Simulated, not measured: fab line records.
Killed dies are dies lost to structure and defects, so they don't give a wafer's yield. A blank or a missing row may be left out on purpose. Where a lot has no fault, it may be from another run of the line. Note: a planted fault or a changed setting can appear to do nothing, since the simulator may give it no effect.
Struck lot and sound lot, side by side :: flow n5Finfet :: 40 out of 1938 route steps
Sound: wafers L562.3, L562.4, L562.6. The struck wafers were L569.1, L569.4, L569.5. The cause is given at the end.
Per side, at each step with rows, come the tool, then ch with its chambers, and then its first start. Under that, the readings that differ: sound wafers :: struck wafers :: difference of the means :: sigmas: that difference in standard deviations of wafers without a fault.
alike: same words and numbers on both sides, and readings whose means sit less than 2 such deviations apart. not compared: any withheld reading, any reading some wafer has no value for, any bound like >300 that may hide the same value, and any number with overlapping values for which the record gives no deviation.
Wherever a step has rows on one side only, a row that says differs or no value, or a row with sigmas, the two part there. Numbers that have no deviation but don't overlap get no sigmas and don't part them. A reading that every wafer of one side lacks parts them only if that side has two wafers or more.

N5_SD_EPI_P_ETCH_36: etches SiARC in CF4, target depth 45.5 nm, time 75.8 s.
  sound on rieDiel-02 ch 0,2, day 3 22:35; struck on rieDiel-03 ch 1,3, day 5 18:42
  alike: biasW, drypumpMotorCurrentA, etchRfOnTimeS, oesProductAu, rfVppV, showerheadPlenumPTorr, throttleValvePct
  not compared: rfHoursCounterH
then, 4 steps without rows for these wafers: N5_SD_EPI_P_ETCH_37 (etches SOC in N2/H2, overetch 108 nm, time 486 s); N5_SD_EPI_P_STRIP_38 (strips in N2/H2); N5_SD_EPI_P_ETCHBACK_46 (etches SiNx in CH3F/O2, stops on SiO2, target depth 17.5 nm); N5_SD_EPI_P_ETCH_47 (etches SiOCN in CH3F/O2, target depth 25 nm).
N5_SD_EPI_P_ETCH_16: etches SiO2 in CHF3/O2, target depth 5 nm.
  sound on rieDiel-02 ch 0,2, day 3 23:10; struck on rieDiel-03 ch 1,3, day 5 19:17
reading: O2_flow_sccm (sccm)
sound: 4.984 4.983 4.980
struck: 5.015 5.013 5.025
difference: +0.035
sigmas: +3
  alike: biasW, drypumpMotorCurrentA, oes_o_777_au, oesProductAu, rfVppV, showerheadPlenumPTorr, throttleValvePct
  not compared: rfHoursCounterH
then, 6 steps without rows for these wafers: N5_SD_EPI_P_STRIP_50 (strips in CHF3/O2); N5_SD_EPI_P_SD_RECESS_17 (chemistry HBr/Cl2/O2, target depth 39.1 nm, bt time 3 s); N5_SD_EPI_P_WET_ETCH_45 (etches SiO2 in dHF, time 10.7 s, target depth 2 nm, rinse time 30 s); N5_SD_EPI_P_STRIP_40 (strips in N2/H2); N5_SD_EPI_P_PRECLEAN_52 (cleans in O3/DIW, time 60 s); N5_SD_EPI_P_SRD_20 (time 30 s).
N5_SD_EPI_P_PRECLEAN_51: cleans in NF3:NH3, afs cycles 1, time 20 s, sublimation time 60 s.
  struck on epiRpcvd-03, day 5 19:40; sound on epiRpcvd-01 ch 0, day 3 23:37
  no value came back on the struck wafers for afsCycles, chamberPressureTorr (Torr), timeS (s); on the sound wafers afsCycles reads 1 1 1
reading: model.SiNx_of_SD_EPI_N_LINER_46.thkNm (nm)
sound: 2.6 2.6 2.6
struck: 3 3 3
difference: +0
sigmas: 
then, 1 step without rows for these wafers: N5_SD_EPI_P_VAPOR_ETCH_44 (etches SiGe30 in NF3/Ar, time 3.3 s).
N5_SD_EPI_P_EPI_21: deposits SiGe:B, time 355 s.
  sound on epiRpcvd-01 ch 0, day 4 00:38; struck on epiRpcvd-03 ch 0, day 5 20:18
reading: model.SiGe-B_of_SD_EPI_P_EPI_21.thkNm (nm)
sound: 60 60.2 59.8
struck: 1.4 2 1.2
difference: -58.5
sigmas: 
then, 6 steps without rows for these wafers: N5_SD_EPI_P_HM_STRIP_48 (strips SiNx in H3PO4, material SiNx, target depth 3 nm); N5_SD_EPI_P_SRD_49 (time 30 s); N5_SD_EPI_P_PRECLEAN_24 (cleans in O3/DIW, time 45 s); N5_SD_EPI_P_PRECLEAN_32 (cleans in dHF, time 10 s); N5_SD_EPI_P_PRECLEAN_33 (cleans in SC2, time 45 s); N5_SD_EPI_P_SRD_25 (time 30 s).
N5_SD_EPI_P_INSPECT_26: inspects for defects (darkfield).
  sound on defectInspect-02, day 4 02:20; struck on defectInspect-01, day 6 00:21
  alike: rawDefectCount
then, 2 steps without rows for these wafers: N5_SD_ACTIVATION_RTA_00 (time 0 s); N5_SD_ACTIVATION_LSA_01 (time 0.0008 s).
N5_SD_ACTIVATION_INSPECT_02: inspects for defects (darkfield).
  sound on defectInspect-02, day 4 03:11; struck on defectInspect-01, day 6 01:06
reading: rawDefectCount
sound: 283 185 144
struck: 115 149 109
difference: -80
sigmas: -2
N5_ILD0_LINER_00: material SiNx, target thk 4 nm, pulse time 1 s, purge time 2 s.
  sound on aldSin-02 ch 0,2,3, day 4 03:13; struck on aldSin-03 ch 0,2, day 6 01:08
  alike: heaterPowerW, precursorPulseHeightRel
then, 3 steps without rows for these wafers: N5_ILD0_FCVD_FILL_01 (material SiO2 flowable, target thk 200 nm, time 328.3 s); N5_ILD0_CURE_02 (time 1800 s); N5_ILD0_CMP_03 (polishes, stops on SiNx, t overpolish 1.9 s, target thk 197.38 nm).
N5_ILD0_THK_MEAS_04:
  sound on filmMetro-02, day 4 05:52; struck on filmMetro-01, day 6 04:20
  alike: thkNm
N5_ILD0_CMP_07: polishes SiO2 flowable, stops on poly-Si, t overpolish 1.18 s, target thk 138.88 nm.
  sound on cmp-03 ch 0,2,3, day 4 05:56; struck on cmp-03 ch 2,3, day 6 04:24
  alike: motorCurrentA, platenRpm
N5_ILD0_THK_MEAS_08:
  sound on filmMetro-01, day 4 06:12; struck on filmMetro-01, day 6 04:39
  alike: thkNm
then, 3 steps without rows for these wafers: N5_ILD0_PRECLEAN_10 (cleans in NF3:NH3, afs cycles 5, time 20 s, sublimation time 60 s); N5_ILD0_ALD_15 (deposits SiNx, target thk 24 nm, pulse time 1 s, ald cycles 480); N5_ILD0_CMP_12 (polishes SiNx, stops on poly-Si, t overpolish 6 s, target thk 17.67 nm).
N5_ILD0_THK_MEAS_13:
  sound on filmMetro-02, day 4 09:25; struck on filmMetro-02, day 6 07:56
  alike: thkNm
N5_ILD0_INSPECT_06: inspects for defects (darkfield).
  sound on defectInspect-02, day 4 09:26; struck on defectInspect-02, day 6 07:58
  alike: rawDefectCount
N5_SDB_HM_DEP_00: deposits SiNx from SiH4/NH3/N2, target thk 40 nm, time 35.3 s.
  sound on pecvd-02 ch 1,2, day 4 09:28; struck on pecvd-04 ch 0,2, day 6 08:00
  alike: heaterPowerW, showerheadPlenumPTorr, throttleValvePct
then, 1 step without rows for these wafers: N5_SDB_COAT_03 (time 60 s, resist thk 100 nm).
N5_MOL_CONTACT_COAG_ETCH_110: etches Si in CF4/O2, target depth 2.5 nm, time 8 s.
  sound on rieDiel-04 ch 0,1, day 5 10:07; struck on rieDiel-04 ch 1,2, day 7 07:29
reading: model.SiGe-B_of_SD_EPI_P_EPI_21.thkNm (nm)
sound: 57.2 57.4 57
struck: 1.4 1.8 1.2
difference: -55.7
sigmas: 
  alike: O2_flow_sccm, biasW, drypumpMotorCurrentA, oes_o_777_au, oesProductAu, rfVppV, showerheadPlenumPTorr, throttleValvePct
  not compared: rfHoursCounterH

== WHERE THEY PART ==
First at N5_SD_EPI_P_ETCH_16; last, within this record, at N5_SD_ACTIVATION_INSPECT_02. Later steps at which nothing parts them and some readings are alike: N5_ILD0_LINER_00, N5_ILD0_THK_MEAS_04, N5_ILD0_CMP_07, N5_ILD0_THK_MEAS_08, N5_ILD0_THK_MEAS_13, N5_ILD0_INSPECT_06, N5_SDB_HM_DEP_00, N5_MOL_CONTACT_COAG_ETCH_110.

WHY: what had been put in by the simulator
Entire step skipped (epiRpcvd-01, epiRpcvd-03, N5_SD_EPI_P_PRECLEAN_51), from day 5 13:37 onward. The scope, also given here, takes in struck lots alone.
